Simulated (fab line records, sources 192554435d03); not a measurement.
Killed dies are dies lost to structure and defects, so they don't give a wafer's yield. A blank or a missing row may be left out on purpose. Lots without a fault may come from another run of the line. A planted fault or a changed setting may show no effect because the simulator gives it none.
One fault seen from 2 desks | flow n5_finfet | each desk has only its own numbers; what lay behind them comes last

THE METROLOGY DESK
What the gauges read, lot by lot, whatever tool the lot ran on: means of the sampled wafers that have a number. A lot is out of limits, marked OUT, if its mean lies more than 4 standard deviations from the usual mean; the brackets give that distance. Of its 10 readings 7 are shown: those that lie furthest out on some lot.
Columns: A = DIBL_N at N5_BEOL_M4_RC_MEAS_101, usual 36.3 mV/V; B = DIBL_P at N5_BEOL_M4_RC_MEAS_101, usual 36.5 mV/V; C = ION_N at N5_BEOL_M4_RC_MEAS_101, usual 677 uA/um; D = ION_P at N5_BEOL_M4_RC_MEAS_101, usual 466 uA/um; E = SS_N at N5_BEOL_M4_RC_MEAS_101, usual 71.5 mV/dec; F = SS_P at N5_BEOL_M4_RC_MEAS_101, usual 73.2 mV/dec; G = VT_P at N5_BEOL_M4_RC_MEAS_101, usual -248.9 mV
lot  | first seen here | A    | B    | C   | D   | E    | F    | G
L816 | day 9 09:29     | 37.6 | 37.9 | 672 | 459 | 72.4 | 73.5 | -249.4
L819 | day 10 13:51    | 36.7 | 36.1 | 672 | 463 | 71.9 | 73.3 | -249.8
L818 | day 10 15:33    | 37.2 | 37.6 | 685 | 465 | 71.8 | 74.4 | -250.3
L830 | day 12 17:48    | 37.2 | 36.3 | 683 | 473 | 71.4 | 72.9 | -246.9
This desk's finding: nothing out of limits on any of the 4 lots.

THE TOOL OWNER'S DESK: litho_track-03
The tool's own readings at N5_MOL_CONTACT_COAG_COAT_34 (resist thk 40 nm): means of the sampled wafers that have a number, for each lot that ran on this tool. A lot is out of limits, marked OUT, if its mean lies more than 4 standard deviations from the usual mean; the brackets give that distance.
Columns: A = spin_speed_rpm at N5_MOL_CONTACT_COAG_COAT_34, usual 1500.0 rpm
lot  | first seen here | A
L816 | day 5 21:53     | 1500.6
L818 | day 6 12:04     | 1571.3 (+65) OUT
L819 | day 6 21:30     | 1572.2 (+66) OUT
This desk's finding: out of limits on L818, L819; first on L818, day 6 12:04 (spin_speed_rpm at N5_MOL_CONTACT_COAG_COAT_34). In limits: L816.

PUT TOGETHER
The tool owner's desk could have raised an alarm at day 6 12:04, on L818, L819.
The metrology desk saw nothing out of limits.
The metrology desk has L818, L819 on record, within its limits.
Of the lots named, all ran N5_MOL_CONTACT_COAG_COAT_34 on litho_track-03.

WHAT THE SIMULATOR HAD PUT IN
Process parameter drift: litho_track-03, from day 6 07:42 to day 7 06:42, at N5_MOL_CONTACT_COAG_COAT_34. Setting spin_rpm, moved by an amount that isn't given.
Lots struck among those shown: L818, L819.
Hours from the fault's start to each desk's first reading out of limits: the tool owner's desk, 4.
